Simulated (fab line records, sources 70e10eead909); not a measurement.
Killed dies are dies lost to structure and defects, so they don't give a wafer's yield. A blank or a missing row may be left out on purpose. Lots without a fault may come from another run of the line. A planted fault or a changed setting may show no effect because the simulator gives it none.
fab line records | flow nand_harc
record lots=5 wafers=15 last_day=24
route steps=1159 shown A_SLIT@799 A_SIN_REMOVE@804 A_WL_FILL@809
lots that met no fault: from a run of the same line without faults
start_h: hours from the record's first day to the start of the lot's first wafer shown | wait_h: hours since the lot's step before | " the same as in the row above | L1.1+2: a row that stands for several wafers | - no value, or no start given | * or withheld: withheld | < > ~ a bound
route shown NAME@n: a module of which the file shows steps, and the number in the route of the first | usual: mean/standard deviation of fault-free wafers | same: alike in all rows | chamber/n: place in a boat | sites: the reading at each site | _std_site: their standard deviation | _edge_site: outer sites' mean less inner sites' | radius_mm: how far each site lies from the wafer's centre | mask NAME#n: copy n | behind: the tool/chamber that last shaped the wafer | hold: why the lot was held/for how many hours/how that ended | device: the transistor (n, p or np) that didn't switch | end of line: the same wafers' tests at the end of the route | a step without rows: its recipe alone | killed: dies lost to structure and defects at the first sort, not the wafer's yield | map: a wafer's dies, x killed, . not, _ none there
set.NAME: the setting as run; set.NAME@STEP: as run at that earlier step | model.NAME: the simulator's own value behind a step, which no gauge read
lots at some steps of the route; a table a step, a row a wafer
services: from which hour (start_h, from the record's first day; less than 0 if before it) a tool's chamber was out of use, for how many hours, and why
## steps
# step NHARC_A_SLIT_ETCH_29
# recipe target_depth_a=1000 overetch_a=100 time_s=55 ion_energy_ev=100 cf4_flow_sccm=80 o2_flow_sccm=20 ar_flow_sccm=0 rf_w=300 bias_w=100 chemistry=CF4/O2
# usual chamber_pressure_mTorr=30.000/0.029 drypump_motor_current_A=5.7/0.43 mfc_ar_sccm=0.006/0.006 oes_product_au=0.996/0.0097 rf_vpp_V=197.9/1.6 showerhead_plenum_p_Torr=1.35/0.063 throttle_valve_pct=13.398/0.0092
# columns lot.wafer tool chamber start_h wait_h chamber_pressure_mTorr drypump_motor_current_A mfc_ar_sccm oes_product_au rf_hours_counter_h rf_vpp_V showerhead_plenum_p_Torr throttle_valve_pct
L263.3 rie_diel-13 0 341.88 0.1 30.032 4.7 0 1.003 2 198.2 1.32 13.385
L263.2 " 2 " " 29.996 6.3 0.013 1.002 1 199.2 1.43 13.394
L263.5 " 3 " " 29.958 5.8 0.004 0.985 - 198.0 1.36 13.402
L264.3 rie_diel-06 2 345.02 0.1 29.983 5.8 0.006 0.987 8 199.4 1.41 13.403
L264.4 " 0 " " 29.951 5.4 0.017 0.987 7 196.6 1.25 13.403
L264.5 " 2 " " 29.952 5.8 0.006 0.993 - 198.3 1.41 13.411
L278.4 rie_diel-06 0 432.12 0.1 29.988 5.4 0.017 0.992 0 195.3 1.25 13.386
L278.6 " 2 " " 30.004 5.8 0.006 1.015 - 199.2 1.41 13.385
L278.5 " 3 " " 30.046 5.7 0.005 0.996 - 199.6 1.37 13.405
L280.4 rie_diel-06 3 452.26 0.1 29.981 5.7 0.005 0.996 1 197.0 1.37 13.401
L280.2 " 1 " " 30.042 5.6 0 1.000 2 196.7 1.26 13.383
L280.6 " 0 " " 29.999 5.4 0.017 0.980 - 196.7 1.25 13.414
L281.3 rie_diel-01 1 466.59 0.1 30.028 6.0 0 1.006 13 198.0 1.36 13.388
L281.2 " 2 " " 29.991 6.0 0 0.985 12 199.1 1.41 13.406
L281.4 " 3 " " 30.002 5.8 0 0.990 13 195.0 1.24 13.417
# step NHARC_A_SLIT_STRIP_18
# recipe o2_flow_sccm=500 ar_flow_sccm=0 bias_w=0 chemistry=O2
# usual chamber_pressure_mTorr=59.99/0.062 drypump_motor_current_A=5.7/0.41 mfc_ar_sccm=0.007/0.006 oes_product_au=0.993/0.01 rf_vpp_V=57.9/0.84 showerhead_plenum_p_Torr=3.56/0.16 throttle_valve_pct=17.036/0.0097
# columns lot.wafer tool chamber start_h wait_h chamber_pressure_mTorr drypump_motor_current_A mfc_ar_sccm oes_product_au rf_hours_counter_h rf_vpp_V showerhead_plenum_p_Torr throttle_valve_pct
L263.3 rie_diel-13 2 - - 59.89 6.3 0.013 1.003 1 58.2 3.77 17.016
L263.2 " 3 " " 60.14 5.8 0.004 0.980 2 58.2 3.60 17.039
L263.5 " 2 " " 60.04 6.3 0.013 0.995 - 57.5 3.77 17.019
L264.4 rie_diel-06 0 - - 60.02 5.4 0.017 0.989 7 57.1 3.32 17.039
L264.3 " 2 " " 60.05 5.8 0.006 0.998 8 58.3 3.72 17.038
L264.5 " 3 " " 60.12 5.7 0.005 0.995 - 58.6 3.62 17.045
L278.4 rie_diel-06 0 - - 59.88 5.4 0.017 0.986 0 57.3 3.32 17.047
L278.6 " 1 " " 59.93 5.6 0 1.011 - 57.0 3.35 17.031
L278.5 " 2 " " 59.92 5.8 0.006 1.008 - 59.3 3.72 17.042
L280.4 rie_diel-06 2 - - 60.05 5.8 0.006 0.995 2 57.1 3.72 17.037
L280.2 " 1 " " 60.01 5.6 0 1.006 2 56.8 3.35 17.035
L280.6 " 2 " " 60.04 5.8 0.006 1.001 - 57.9 3.72 17.034
L281.2 rie_diel-01 3 - - 59.93 5.8 0 0.977 13 57.9 3.28 17.032
L281.3 " 0 " " 60.02 6.1 0.014 0.997 14 58.6 3.75 17.017
L281.4 " 2 " " 59.97 6.1 0 0.976 12 57.1 3.71 17.022
# step NHARC_A_SLIT_PRECLEAN_19
# recipe time_s=* temp_c=50 bath_age_min=0 chemistry=SC1
# step NHARC_A_SLIT_SRD_20
# step NHARC_A_SLIT_CD_MEAS_21
# usual cd_nm=289.5/0.95
# columns lot.wafer tool chamber start_h wait_h cd_nm
L263.2 cd_sem-03 - 342.42 - 289.2
L263.3 " - " " 288.6
L263.5 " - " " 290.4
L264.3 cd_sem-02 - 345.55 - 289.6
L264.4 " - " " 288.5
L264.5 " - " " 289.0
L278.4 cd_sem-02 - 432.64 - 289.3
L278.5 " - " " 289.9
L278.6 " - " " 291.2
L280.2 cd_sem-03 - 452.79 - 291.1
L280.4 " - " " 289.4
L280.6 " - " " 288.7
L281.2 cd_sem-03 - 467.12 - 289.2
L281.3 " - " " 289.1
L281.4 " - " " 289.3
# step NHARC_A_SIN_REMOVE_WET_00
# recipe temp_c=160 time_s=15300 chemistry=H3PO4
# step NHARC_A_SIN_REMOVE_PRECLEAN_01
# recipe time_s=* temp_c=50 bath_age_min=0 chemistry=SC1
# step NHARC_A_SIN_REMOVE_SRD_02
# step NHARC_A_SIN_REMOVE_INSPECT_04
# usual raw_defect_count=292/78
# columns lot.wafer tool chamber start_h wait_h raw_defect_count
L263.2 defect_inspect-02 - 350.11 0.1 203
L263.3 " - " " 187
L263.5 " - " " 228
L264.3 defect_inspect-01 - 353.26 0.0 413
L264.4 " - " " 331
L264.5 " - " " 339
L278.4 defect_inspect-02 - 440.26 0.0 201
L278.5 " - " " 166
L278.6 " - " " 217
L280.2 defect_inspect-02 - 460.52 0.0 297
L280.4 " - " " 348
L280.6 " - " " 344
L281.2 defect_inspect-02 - 474.79 0.0 440
L281.3 " - " " 394
L281.4 " - " " 297
# step NHARC_A_WL_FILL_ALD_00
# recipe target_thk_a=30 pulse_time_s=3 ald_cycles=30 temp_c=300 material=Al2O3
# usual ald_cycles=30/0 heater_power_w=466/38 precursor_pulse_height_rel=1.001/0.019
# columns lot.wafer tool chamber start_h wait_h ald_cycles heater_power_w precursor_pulse_height_rel
L263.3 ald_hk-02 3 350.18 0.1 30 469 0.987
L263.2 " 2 " " 30 455 0.982
L263.5 " 0 " " 30 427 1.017
L264.3 ald_hk-04 3 353.33 0.1 30 424 1.010
L264.4 " 1 " " 30 470 1.019
L264.5 " 0 " " 30 435 1.037
L278.4 ald_hk-03 0 440.41 0.1 30 450 0.998
L278.5 " 1 " " 30 491 1.005
L278.6 " 2 " " 30 540 0.990
L280.2 ald_hk-03 2 460.61 0.1 30 555 1.002
L280.4 " 0 " " 30 438 0.995
L280.6 " 1 " " 30 502 0.956
L281.3 ald_hk-04 2 474.88 0.1 30 507 0.988
L281.2 " 3 " " 30 413 1.018
L281.4 " 0 " " 30 439 0.985
# step NHARC_A_WL_FILL_RTA_01
# recipe temp_c=1000 time_s=5
# usual lamp_power_pct=29.5/0.52 lamp_zone_3_pct=29.5/0.52 wafer_temp_C_max=1005.9/1.4
# columns lot.wafer tool chamber start_h wait_h lamp_power_pct lamp_zone_3_pct wafer_temp_C_max
L263.2 rtp_anneal-01 0 350.47 - 29.0 29.0 1007.7
L263.3 " 0 " " 29.0 29.0 1006.0
L263.5 " 0 " " 29.1 29.0 1007.5
L264.3 rtp_anneal-01 0 353.65 - 29.0 29.0 1006.4
L264.4 " 0 " " 29.0 29.0 1007.8
L264.5 " 0 " " 29.0 29.0 1007.1
L278.4 rtp_anneal-01 0 440.67 - 29.0 29.0 1006.4
L278.5 " 0 " " 29.0 29.0 1009.5
L278.6 " 0 " " 29.1 29.1 1007.5
L280.2 rtp_anneal-02 0 460.88 - 30.1 30.1 1005.0
L280.4 " 0 " " 30.0 30.1 1004.2
L280.6 " 0 " " 30.1 30.1 1004.4
L281.2 rtp_anneal-01 0 475.30 - 29.0 29.1 1004.7
L281.3 " 0 " " 29.0 29.0 1007.5
L281.4 " 0 " " 29.0 29.0 1006.5
# step NHARC_A_WL_FILL_ALD_02
# recipe target_thk_a=20 pulse_time_s=3 ald_cycles=100 temp_c=450 material=TiN
# usual ald_cycles=100/0 heater_power_w=1090/110 precursor_pulse_height_rel=0.997/0.02
# columns lot.wafer tool chamber start_h wait_h ald_cycles heater_power_w precursor_pulse_height_rel
L263.2 ald_metal-01 1 350.73 0.2 100 1193 1.004
L263.3 " 2 " " 100 978 1.021
L263.5 " 0 " " 100 1039 0.988
L264.3 ald_metal-02 2 353.85 0.2 70 1206 0.994
L264.4 " 0 " " 100 870 0.967
L264.5 " 1 " " 100 1039 0.971
L278.6 ald_metal-02 2 440.95 0.2 100 1276 1.002
L278.5 " 3 " " 100 1147 1.005
L278.4 " 0 " " 100 894 0.945
L280.2 ald_metal-02 2 461.07 0.2 100 1263 0.980
L280.4 " 0 " " 100 899 0.987
L280.6 " 3 " " 100 1172 1.004
L281.4 ald_metal-01 1 475.48 0.1 100 1175 1.013
L281.2 " 2 " " 100 1008 0.973
L281.3 " 3 " " 100 1018 1.017
## services
# columns tool chamber start_h hours kind
rie_diel-01 3 322.04 3.1 repair
rie_diel-06 0 323.70 - clean
rie_diel-06 1 323.70 - clean
rie_diel-06 2 323.70 - clean
ald_hk-03 - 328.43 10.0 pm
rie_diel-13 3 344.20 15.7 repair
ald_metal-01 2 353.76 3.0 repair
ald_metal-02 - 364.00 10.0 pm
rie_diel-06 2 367.39 9.9 repair
ald_metal-01 3 371.13 13.7 repair
rie_diel-13 0 373.37 1.5 repair
ald_metal-02 - 382.65 0.7 repair
rie_diel-13 - 385.92 1.1 repair
ald_metal-02 1 388.33 58.0 repair
rie_diel-06 - 418.20 9.0 pm
rie_diel-13 1 424.35 4.3 repair
rie_diel-06 3 435.49 3.0 repair
ald_metal-01 0 435.70 4.7 repair
rie_diel-13 2 446.51 4.8 repair
rie_diel-13 - 453.00 9.0 pm
ald_metal-01 - 457.58 0.9 repair
ald_hk-02 - 458.00 10.0 pm
rie_diel-06 1 459.81 8.5 repair
rie_diel-13 3 467.45 2.9 repair
## key
first_sign step=NHARC_A_WL_FILL_ALD_02 reading=ald_cycles direction=down sigmas=99+ usual=100 struck=70
effect none on later readings
met_at NHARC_A_WL_FILL_ALD_02
struck_wafers L264.3
tester_left_out L264
fault kind=process_parameter_drift tool=ald_metal-02 chamber=2 onset_h=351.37 steps=NHARC_A_WL_FILL_ALD_02 channel=ald_cycles offset=-30 shape=step end_h=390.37 acts_in=these_recipes_only stated=100
# tester_left_out: of these lots the tester's yield and bins aren't shown, on N5 and GAA mostly nor the transistor test; their killed dies are dies lost to structure and defects alone, not to doping, threshold or leakage, so they don't give the yield
